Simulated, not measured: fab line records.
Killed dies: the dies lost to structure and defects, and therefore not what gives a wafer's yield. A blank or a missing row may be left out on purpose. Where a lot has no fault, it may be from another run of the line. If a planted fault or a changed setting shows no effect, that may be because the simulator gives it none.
fab line records -- flow n5Finfet
record lots=6, wafers=18, lastDay=17
route steps=1938 shown BEOL_M11@1582 PASSIVATION@1936
lots that met no fault: from a run of the same line without faults
startH: start of the lot's first displayed wafer, in hours after the record's first day -- waitH: hours since the lot's step before -- " repeats the value in the row above -- L1.1+2: several wafers, shown together as one row -- - value missing, or start not given -- * or withheld: withheld -- < > ~ a bound
route shown NAME@n: a module of which the file shows steps, and the number in the route of the first -- usual: mean and standard deviation over wafers with no fault -- same: alike in all rows -- chamber/n: place in a boat -- sites: readings site by site -- _std_site: the values' standard deviation -- _edge_site: mean of outer sites minus mean of inner sites -- radiusMm: how far each site lies from the wafer's centre -- mask NAME#n: copy n -- behind: the most recent tool/chamber to have shaped the wafer -- hold: why the lot went on hold/how many hours it stayed there/how the hold came to an end -- device: names the non-switching transistor (n, p or np) -- end of line: the same wafers' tests at the end of the route -- where a step has no rows: the recipe by itself -- killed: at the first sort, the dies lost to defects and structure; wafer yield is something else -- map: per-die view of a wafer (x killed, . not killed, _ where there is no die)
set.NAME: the setting that was run; set.NAME@STEP: the one run at that earlier step -- model.NAME: the simulator's own value behind a step, which no gauge read
lots at some steps of the route; a table a step, a row a wafer
services: when a tool's chamber went out of use (startH, in hours from the record's first day, below 0 if earlier), for how many hours, and the reason
## steps
# step N5_BEOL_M11_HM_STRIP_39
# recipe chemistry=peroxideTinStrip, material=TiN, targetDepthA=250, tempC=50, timeS=158
# step N5_BEOL_M11_SRD_40
# recipe timeS=30, tempC=23, rinseLiquid=diw, dry=ipaMarangoni
# step N5_BEOL_M11_PRECLEAN_42
# recipe chemistry=residueRemover, timeS=60, tempC=40
# step N5_BEOL_M11_SRD_43
# recipe timeS=30, tempC=23, rinseLiquid=diw, dry=ipaMarangoni
# step N5_BEOL_M11_CD_MEAS_35
# recipe targetCdNm=70, polarity=opening
# usual cdNm=70.1/0.56
lot.wafer,tool,chamber,startH,waitH,cdNm
L952.1,cdSem-01,-,229.18,0.0,70.1
L952.2,cdSem-01,-,229.18,0.0,70.0
L952.6,cdSem-01,-,229.18,0.0,70.1
L960.2,cdSem-02,-,301.02,0.0,70.1
L960.4,cdSem-02,-,301.02,0.0,69.9
L960.6,cdSem-02,-,301.02,0.0,69.6
L963.1,cdSem-03,-,312.32,0.0,70.5
L963.2,cdSem-03,-,312.32,0.0,70.8
L963.6,cdSem-03,-,312.32,0.0,70.9
L968.3,cdSem-01,-,346.47,0.0,70.5
L968.4,cdSem-01,-,346.47,0.0,70.7
L968.6,cdSem-01,-,346.47,0.0,70.6
L969.1,cdSem-02,-,346.93,0.0,69.8
L969.4,cdSem-02,-,346.93,0.0,69.6
L969.5,cdSem-02,-,346.93,0.0,69.9
L971.1,cdSem-02,-,372.53,0.0,70.4
L971.2,cdSem-02,-,372.53,0.0,70.3
L971.4,cdSem-02,-,372.53,0.0,70.9
# step N5_BEOL_M11_CURE_72
# recipe tempC=370, timeS=120, ambient=DMADMS/He, material=SiCOH_lowk
# step N5_BEOL_M11_DEGAS_44
# recipe ambient=vacuum, tempC=250, timeS=60
# usual heaterPowerW=338/28
lot.wafer,tool,chamber,startH,waitH,heaterPowerW
L952.1,pvdSputter-02,-,229.87,0.6,358
L952.2,pvdSputter-02,-,229.87,0.6,310
L952.6,pvdSputter-02,-,229.87,0.6,365
L960.2,pvdSputter-01,-,301.38,0.2,316
L960.4,pvdSputter-01,-,301.38,0.2,368
L960.6,pvdSputter-01,-,301.38,0.2,360
L963.1,pvdSputter-03,-,312.73,0.3,353
L963.2,pvdSputter-03,-,312.73,0.3,338
L963.6,pvdSputter-03,-,312.73,0.3,340
L968.3,pvdSputter-01,-,347.20,0.5,345
L968.4,pvdSputter-01,-,347.20,0.5,361
L968.6,pvdSputter-01,-,347.20,0.5,306
L969.1,pvdSputter-02,-,347.91,0.9,311
L969.4,pvdSputter-02,-,347.91,0.9,360
L969.5,pvdSputter-02,-,347.91,0.9,313
L971.1,pvdSputter-02,-,373.26,0.6,302
L971.2,pvdSputter-02,-,373.26,0.6,364
L971.4,pvdSputter-02,-,373.26,0.6,314
# step N5_BEOL_M11_PRE_CLEAN_45
# recipe gas=H2/He, timeS=30, tempC=250
# usual heaterPowerW=338/27
lot.wafer,tool,chamber,startH,waitH,heaterPowerW
L952.1,pvdSputter-02,-,229.91,0.0,355
L952.2,pvdSputter-02,-,229.91,0.0,315
L952.6,pvdSputter-02,-,229.91,0.0,361
L960.2,pvdSputter-01,-,301.42,0.0,312
L960.4,pvdSputter-01,-,301.42,0.0,362
L960.6,pvdSputter-01,-,301.42,0.0,354
L963.1,pvdSputter-03,-,312.77,0.0,350
L963.2,pvdSputter-03,-,312.77,0.0,333
L963.6,pvdSputter-03,-,312.77,0.0,347
L968.3,pvdSputter-01,-,347.24,0.0,343
L968.4,pvdSputter-01,-,347.24,0.0,360
L968.6,pvdSputter-01,-,347.24,0.0,312
L969.1,pvdSputter-02,-,347.95,0.0,307
L969.4,pvdSputter-02,-,347.95,0.0,363
L969.5,pvdSputter-02,-,347.95,0.0,315
L971.1,pvdSputter-02,-,373.30,0.0,304
L971.2,pvdSputter-02,-,373.30,0.0,353
L971.4,pvdSputter-02,-,373.30,0.0,324
# step N5_BEOL_M11_ALD_74
# recipe material=TaN, targetThkA=20, tempC=275, aldPrecursorFamily=PDMAT, aldCoReactant=NH3, pressureTorr=3, carrierFlowSccm=1500, pulseTimeS=2, purgeTimeS=3, coReactantPurgeTimeS=2, coReactantPulseTimeS=3, aldCycles=40, precursorVesselTempC=75, precursorVesselPressureTorr=26.25, precursorVesselCarrierSccm=1000
# usual heaterPowerW=433/46, precursorVesselPressureTorr=26.24/0.053
lot.wafer,tool,chamber,startH,waitH,heaterPowerW,precursorVesselPressureTorr
L952.1,aldMetal-04,2,230.04,0.1,386,26.31
L952.2,aldMetal-04,0,230.04,0.1,357,26.16
L952.6,aldMetal-04,3,230.04,0.1,470,26.21
L960.2,aldMetal-01,1,301.48,0.0,450,26.25
L960.4,aldMetal-01,2,301.48,0.0,516,26.33
L960.6,aldMetal-01,1,301.48,0.0,436,26.25
L963.1,aldMetal-04,0,312.83,0.0,366,26.20
L963.2,aldMetal-04,1,312.83,0.0,406,26.25
L963.6,aldMetal-04,2,312.83,0.0,386,26.28
L968.3,aldMetal-03,2,347.32,0.1,430,26.28
L968.4,aldMetal-03,0,347.32,0.1,425,26.31
L968.6,aldMetal-03,1,347.32,0.1,393,26.22
L969.1,aldMetal-03,0,348.02,0.0,435,26.14
L969.4,aldMetal-03,3,348.02,0.0,382,26.19
L969.5,aldMetal-03,3,348.02,0.0,375,26.27
L971.1,aldMetal-01,2,373.36,0.0,523,26.19
L971.2,aldMetal-01,0,373.36,0.0,419,26.28
L971.4,aldMetal-01,3,373.36,0.0,452,26.31
# step N5_BEOL_M11_SURFACE_TREAT_76
# recipe gas=Ar, timeS=*, ionEnergyEv=*, ionCurrentMaCm2=0.5, pressureMtorr=*, arFlowSccm=30
# usual throttleValvePct=*
lot.wafer,tool,chamber,startH,waitH,throttleValvePct
L952.1,pvdSputter-02,-,230.49,0.3,*
L952.2,pvdSputter-02,-,230.49,0.3,*
L952.6,pvdSputter-02,-,230.49,0.3,*
L960.2,pvdSputter-02,-,301.76,0.2,*
L960.4,pvdSputter-02,-,301.76,0.2,*
L960.6,pvdSputter-02,-,301.76,0.2,*
L963.1,pvdSputter-03,-,313.34,0.4,*
L963.2,pvdSputter-03,-,313.34,0.4,*
L963.6,pvdSputter-03,-,313.34,0.4,*
L968.3,pvdSputter-01,-,347.80,0.3,*
L968.4,pvdSputter-01,-,347.80,0.3,*
L968.6,pvdSputter-01,-,347.80,0.3,*
L969.1,pvdSputter-02,-,348.59,0.4,*
L969.4,pvdSputter-02,-,348.59,0.4,*
L969.5,pvdSputter-02,-,348.59,0.4,*
L971.1,pvdSputter-03,-,373.78,0.3,*
L971.2,pvdSputter-03,-,373.78,0.3,*
L971.4,pvdSputter-03,-,373.78,0.3,*
# step N5_BEOL_M11_CVD_75
# recipe material=Co, targetThkA=20, tempC=withheld, precursor=CCTBA/H2, pressureTorr=30, timeS=138.9
# step N5_BEOL_M11_SPUTTER_48
# recipe material=Cu, targetThkA=120, tempC=-20, biasV=60, powerW=26000, chamberPressurePa=0.13, timeS=2
# step N5_BEOL_M11_ECD_50
# recipe material=Cu, targetThkA=3180
lot.wafer,tool,chamber,startH,waitH,model.Cu_of_BEOL_M11_ECD_50.thkNm
L952.1,ecdCu-01,0,230.87,0.1,318.2
L952.2,ecdCu-01,1,230.87,0.1,319.8
L952.6,ecdCu-01,0,230.87,0.1,318.6
L960.2,ecdCu-01,1,302.13,0.1,319.8
L960.4,ecdCu-01,1,302.13,0.1,322.4
L960.6,ecdCu-01,1,302.13,0.1,320
L963.1,ecdCu-02,0,313.79,0.1,315.6
L963.2,ecdCu-02,1,313.79,0.1,318.6
L963.6,ecdCu-02,1,313.79,0.1,319.8
L968.3,ecdCu-02,0,348.14,0.1,317.8
L968.4,ecdCu-02,1,348.14,0.1,321.4
L968.6,ecdCu-02,0,348.14,0.1,320.6
L969.1,ecdCu-02,1,349.33,0.1,314.8
L969.4,ecdCu-02,1,349.33,0.1,317.8
L969.5,ecdCu-02,1,349.33,0.1,619.4
L971.1,ecdCu-02,0,374.18,0.1,323.4
L971.2,ecdCu-02,1,374.18,0.1,609.6
L971.4,ecdCu-02,1,374.18,0.1,312.4
# step N5_BEOL_M11_ANNEAL_51
# recipe tempC=225, timeS=90, ambient=N2
# usual wafer_temp_C_max=226.2/0.48
lot.wafer,tool,chamber,startH,waitH,wafer_temp_C_max
L952.1,rtpAnneal-01,0,230.98,0.1,226.9
L952.2,rtpAnneal-01,0,230.98,0.1,227.0
L952.6,rtpAnneal-01,0,230.98,0.1,226.8
L960.2,rtpAnneal-01,0,302.29,0.1,226.5
L960.4,rtpAnneal-01,0,302.29,0.1,226.1
L960.6,rtpAnneal-01,0,302.29,0.1,226.8
L963.1,rtpAnneal-02,0,314.31,0.5,226.4
L963.2,rtpAnneal-02,0,314.31,0.5,226.1
L963.6,rtpAnneal-02,0,314.31,0.5,226.1
L968.3,rtpAnneal-02,0,348.32,0.2,225.8
L968.4,rtpAnneal-02,0,348.32,0.2,225.8
L968.6,rtpAnneal-02,0,348.32,0.2,225.7
L969.1,rtpAnneal-02,0,350.13,0.8,226.2
L969.4,rtpAnneal-02,0,350.13,0.8,226.0
L969.5,rtpAnneal-02,0,350.13,0.8,225.9
L971.1,rtpAnneal-02,0,374.68,0.5,226.0
L971.2,rtpAnneal-02,0,374.68,0.5,226.1
L971.4,rtpAnneal-02,0,374.68,0.5,225.7
# step N5_BEOL_M11_CMP_52
# recipe stopOn=SiCOH_lowk, tOverpolishS=7, downForcePsi=1, platenRpm=50, clearingPlatenDownForcePsi=1.5, clearingPlatenRpm=50, postCmpClean=cuAlkaline, targetThkNm=140, clearingPlatenPadVelocityMS=0.99484, padVelocityMS=0.99484
# usual motorCurrentA=6.2/0.49, timeToEndpointS=66/3.3
lot.wafer,tool,chamber,startH,waitH,motorCurrentA,timeToEndpointS
L952.2,cmp-03,0,231.55,0.4,5.9,69
L952.1,cmp-03,3,231.55,0.4,6.4,69
L952.6,cmp-03,1,231.55,0.4,6.8,72
L960.4,cmp-02,2,302.58,0.2,5.8,63
L960.2,cmp-02,0,302.58,0.2,6.7,59
L960.6,cmp-02,3,302.58,0.2,5.4,65
L963.2,cmp-03,3,314.69,0.3,6.2,69
L963.1,cmp-03,0,314.69,0.3,5.8,68
L963.6,cmp-03,2,314.69,0.3,5.3,71
L968.3,cmp-01,3,348.61,0.2,6.6,64
L968.4,cmp-01,0,348.61,0.2,6.3,69
L968.6,cmp-01,2,348.61,0.2,6.5,67
L969.4,cmp-01,1,350.43,0.1,5.9,65
L969.1,cmp-01,0,350.43,0.1,6.5,63
L969.5,cmp-01,2,350.43,0.1,6.5,126
L971.4,cmp-03,0,375.01,0.2,6.2,60
L971.2,cmp-03,1,375.01,0.2,6.6,128
L971.1,cmp-03,2,375.01,0.2,5.4,71
# step N5_BEOL_M11_THK_MEAS_53
# recipe thkMeasGauge=xrf, reads=Cu_of_BEOL_M11_ECD_50
# usual M11_THK=140/3.1
lot.wafer,tool,chamber,startH,waitH,M11_THK[nm]
L952.1,filmMetro-01,-,231.85,-,136
L952.2,filmMetro-01,-,231.85,-,142
L952.6,filmMetro-01,-,231.85,-,141
L960.2,filmMetro-02,-,302.88,-,139
L960.4,filmMetro-02,-,302.88,-,138
L960.6,filmMetro-02,-,302.88,-,141
L963.1,filmMetro-01,-,314.91,-,144
L963.2,filmMetro-01,-,314.91,-,136
L963.6,filmMetro-01,-,314.91,-,138
L968.3,filmMetro-01,-,348.83,-,143
L968.4,filmMetro-01,-,348.83,-,143
L968.6,filmMetro-01,-,348.83,-,136
L969.1,filmMetro-02,-,350.72,-,138
L969.4,filmMetro-02,-,350.72,-,144
L969.5,filmMetro-02,-,350.72,-,142
L971.1,filmMetro-01,-,375.27,-,138
L971.2,filmMetro-01,-,375.27,-,140
L971.4,filmMetro-01,-,375.27,-,141
# step N5_PASSIVATION_PROBE_49
# usual defectLimitedYield=91.1/1.5, killed_at_M0_to_M3=35/9.5, killed_at_M4_up=13/5.2, killedAtContacts=12/6.1, killedAtFrontEnd=41/14, killedAtOther=3.8/2.9, killedDies=105/17, killedOpen=70/13, killedShort=33/8.4, sort_bin_5_function=5.1/0.97, sort_bin_6_memory=3.4/0.69, sortNPass=1075/17, sortYieldPct=91.1/1.5
# same grossDies=1180, killedAtBackSide=0, sort_bin_4_leakage[%]=0, sort_bin_8_speed[%]=0
lot.wafer,tool,chamber,startH,waitH,defectLimitedYield[%],killed_at_M0_to_M3,killed_at_M4_up,killedAtContacts,killedAtFrontEnd,killedAtOther,killedDies,killedOpen,killedShort,sort_bin_5_function[%],sort_bin_6_memory[%],sortNPass,sortYieldPct[%]
L963.1,prober-01,-,354.34,0.0,91.4,26,20,9,42,4,101,68,33,4.7,3.6,1079,91.4
L963.2,prober-01,-,354.39,0.1,87.5,37,20,21,70,0,148,101,47,7.0,5.0,1032,87.5
L963.6,prober-01,-,354.59,0.3,89.8,36,13,17,52,2,120,83,35,5.5,4.5,1060,89.8
# killed by level:class
L963.1 STI_FIN_REVEAL:geometricParticle:open=12 MOL_CONTACT_COAG:geometricParticle:open=8 BEOL_M0_SAQP:geometricParticle:open=8 BEOL_M0_SAQP:geometricParticle:short=8 BEOL_M4:geometricParticle:open=8 FIN_SAQP:geometricParticle:open=5 ILD0:geometricParticle:short=5 STARTING-WAFER:geometricParticle:open=5
L963.2 STI_FIN_REVEAL:geometricParticle:open=28 BEOL_M0_SAQP:geometricParticle:short=17 MOL_CONTACT_COAG:geometricParticle:open=15 BEOL_M4:geometricParticle:open=13 BEOL_M0_SAQP:geometricParticle:open=10 FIN_SAQP:geometricParticle:short=8 DUMMY_GATE:geometricParticle:open=8 MOL_CONTACT_COAG:geometricParticle:short=6
L963.6 STI_FIN_REVEAL:geometricParticle:open=18 MOL_CONTACT_COAG:geometricParticle:open=15 BEOL_M0_SAQP:geometricParticle:open=14 FIN_SAQP:geometricParticle:short=12 FIN_SAQP:geometricParticle:open=9 BEOL_M0_SAQP:geometricParticle:short=8 BEOL_M1:geometricParticle:open=7 BEOL_M4:geometricParticle:open=4
## services
tool,chamber,startH,hours,kind
aldMetal-04,-,211.64,0.9,repair
pvdSputter-03,-,229.48,0.6,repair
aldMetal-04,3,242.19,5.7,repair
cmp-03,-,253.01,1.0,repair
cmp-03,-,263.58,4.0,pm
ecdCu-02,-,264.73,2.3,repair
cmp-03,-,267.58,-,consumableReplace:conditioner
cmp-03,-,267.58,-,consumableReplace:pad
aldMetal-03,-,286.75,6.0,pm
aldMetal-01,0,288.52,4.5,repair
rtpAnneal-01,-,288.53,3.9,pm
cmp-01,-,301.95,1.2,repair
cmp-01,-,320.30,0.4,repair
aldMetal-03,-,321.53,0.2,repair
cmp-02,-,327.31,5.2,repair
aldMetal-04,-,337.25,14.0,pm
aldMetal-04,0,337.25,14.0,ventCycle
aldMetal-04,1,337.25,14.0,ventCycle
aldMetal-04,2,337.25,14.0,ventCycle
aldMetal-04,3,337.25,14.0,ventCycle
pvdSputter-01,-,343.75,1.0,repair
ecdCu-02,-,348.42,0.5,repair
cmp-01,-,355.85,0.4,repair
cmp-01,-,364.99,0.2,repair
## key
firstSign step=N5_BEOL_M11_CMP_52, reading=timeToEndpointS, direction=up, sigmas=18, usual=*, struck=*
effect none on later readings
modelEffect step=N5_BEOL_M11_ECD_50, value=Cu_of_BEOL_M11_ECD_50.thkNm, without=319.4, struck=614.5
metAt N5_BEOL_M11_ECD_50
struckWafers L969.5,L971.2
onsetBetween 348.14 349.33
fault kind=processParameterDrift, tool=ecdCu-02, chamber=-, onsetH=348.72, steps=N5_BEOL_M11_ECD_50, channel=targetThkA, offset=*, shape=step, endH=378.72, scope=struckWafersOnly, actsIn=*, stated=*
